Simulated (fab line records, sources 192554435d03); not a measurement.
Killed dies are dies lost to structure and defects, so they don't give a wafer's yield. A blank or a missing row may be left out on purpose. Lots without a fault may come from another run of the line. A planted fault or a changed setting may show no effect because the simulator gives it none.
Which tool did it? | flow n5_finfet | 11 lots, 31 wafers sampled, at 3 steps of a route of 1938

WHAT THE GAUGES READ, wafer by wafer
N5_BEOL_M11_OVL_MEAS_12.
lot  | measured     | on         | M11_OVL (nm)
L330 | day 10 11:13 | overlay-02 | -1.2 0.1 -0.3
L329 | day 10 11:04 | overlay-02 | -0.2 0.5 0.3
L335 | day 12 03:45 | overlay-02 | -1.0 -0.7 -0.4
L336 | day 12 12:06 | overlay-01 | 0.6 -0.9 -0.6
L340 | day 12 19:31 | overlay-01 | 1.0 1.0 2.1
L338 | day 13 02:51 | overlay-01 | -2.0 -0.2 -1.6
L341 | day 14 05:31 | overlay-01 | 0.8 0.3 -0.3
L343 | day 14 05:47 | overlay-01 | -0.3 -0.7 0.2
L348 | day 15 01:04 | overlay-01 | 0.5 -0.3
L349 | day 16 11:26 | overlay-01 | 0.8 0.1
L352 | day 16 15:38 | overlay-01 | 0.2 -0.5 -1.8

WHICH TOOL RAN EACH LOT (tool, then ch and the chambers of the sampled wafers, then the start)
lot  | N5_BEOL_M10_CMP_52            | N5_BEOL_M11_PECVD_70
L330 | cmp-04 ch 0,1,3, day 10 07:35 | pecvd-03 ch 0,1,2, day 10 09:08
L329 | cmp-04 ch 1,2, day 10 07:47   | pecvd-03 ch 1,2, day 10 08:56
L335 | cmp-03 ch 0,3, day 11 23:12   | pecvd-04 ch 1,2, day 12 00:32
L336 | cmp-03 ch 0,2,3, day 12 09:53 | pecvd-03 ch 0,1, day 12 10:56
L340 | cmp-03 ch 1,2, day 12 16:56   | pecvd-03 ch 0,1,2, day 12 18:03
L338 | cmp-04 ch 1,2, day 12 18:03   | pecvd-04 ch 0,2, day 12 19:10
L341 | cmp-02 ch 0,2,3, day 14 03:14 | pecvd-02 ch 0,1,2, day 14 04:50
L343 | cmp-02 ch 0,1,3, day 14 04:01 | pecvd-03 ch 0,2, day 14 05:20
L348 | cmp-04 ch 2,3, day 14 21:56   | pecvd-02 ch 0, day 14 23:30
L349 | cmp-02 ch 0,1, day 16 09:05   | pecvd-03 ch 0,2, day 16 10:34
L352 | cmp-02 ch 0,1,2, day 16 11:58 | pecvd-02 ch 0,1, day 16 13:32
- N5_BEOL_M10_CMP_52: polishes, stops on SiCOH lowk, t overpolish 7 s, target thk 140 nm.
- N5_BEOL_M11_PECVD_70: deposits SiO2 from TEOS/O2, target thk 20 nm, time 22.7 s.

WHAT THE TOOLS THEMSELVES READ (means of the sampled wafers that have a number; where no wafer has one, the mark that the record gives instead)
N5_BEOL_M10_CMP_52.
lot  | tool   | barrier_field_endpoint_s (s) | clearing_platen_down_force_psi (psi) | motor_current_A (A) | overpolish_run_s (s) | time_to_endpoint_s (s)
L330 | cmp-04 | 28.5                         | 1.5001                               | 5.9                 | 7.002                | 69
L329 | cmp-04 | 29.1                         | 1.5003                               | 6.2                 | 7.004                | 66
L335 | cmp-03 | 29.3                         | 1.4967                               | 6.4                 | 6.998                | 63
L336 | cmp-03 | 28.4                         | 1.4993                               | 6.6                 | 6.998                | 63
L340 | cmp-03 | 28.2                         | 1.5005                               | 5.8                 | 6.994                | 66
L338 | cmp-04 | 29.8                         | 1.4989                               | 6.4                 | 6.997                | 71
L341 | cmp-02 | 29.4                         | 1.5007                               | 5.9                 | 7.006                | 68
L343 | cmp-02 | 28.3                         | 1.4978                               | 5.7                 | 6.993                | 66
L348 | cmp-04 | 29.1                         | 1.5004                               | 6.2                 | 7.000                | 64
L349 | cmp-02 | 28.4                         | 1.5016                               | 5.7                 | 6.998                | 66
L352 | cmp-02 | 28.2                         | 1.5013                               | 5.8                 | 7.007                | 63

N5_BEOL_M11_PECVD_70.
lot  | tool     | heater_power_w (W) | showerhead_plenum_p_Torr (Torr) | throttle_valve_pct (%)
L330 | pecvd-03 | 730                | 8.74                            | 21.7
L329 | pecvd-03 | 656                | 8.76                            | 21.3
L335 | pecvd-04 | 599                | 8.77                            | 21.2
L336 | pecvd-03 | 716                | 8.70                            | 22.2
L340 | pecvd-03 | 738                | 8.73                            | 21.8
L338 | pecvd-04 | 701                | 8.79                            | 22.6
L341 | pecvd-02 | 837                | 8.80                            | 23.1
L343 | pecvd-03 | 683                | 8.76                            | 21.2
L348 | pecvd-02 | 640                | 8.75                            | 24.0
L349 | pecvd-03 | 726                | 8.75                            | 21.6
L352 | pecvd-02 | 858                | 8.81                            | 23.6

THE ANSWER, worked out from the rows above alone
Rule: what is usual is taken from the lots themselves. Put in order of their means at a reading, lots are off if they are a third of the lots or fewer, leave a main group of 4 or more, and stand apart from it by a gap of 3 or more times the standard deviation of the main group's means; of several such gaps the widest counts. A main group whose means are all the same, to the digits that the tables above print for the reading, isn't used. A lot without any number at a reading at which 4 lots or more have one is off too. The other lots that the step has rows for count as sound. The gauges are gone through in route order, then the tools' own readings, and for those a lot's mean is taken as printed above. The first step at which some lot is off is used, and at that step the reading that is off furthest; a lot without a number counts as furthest.
No lot is off at any reading shown: from this, nothing can be told.

WHAT THE SIMULATOR HAD PUT IN
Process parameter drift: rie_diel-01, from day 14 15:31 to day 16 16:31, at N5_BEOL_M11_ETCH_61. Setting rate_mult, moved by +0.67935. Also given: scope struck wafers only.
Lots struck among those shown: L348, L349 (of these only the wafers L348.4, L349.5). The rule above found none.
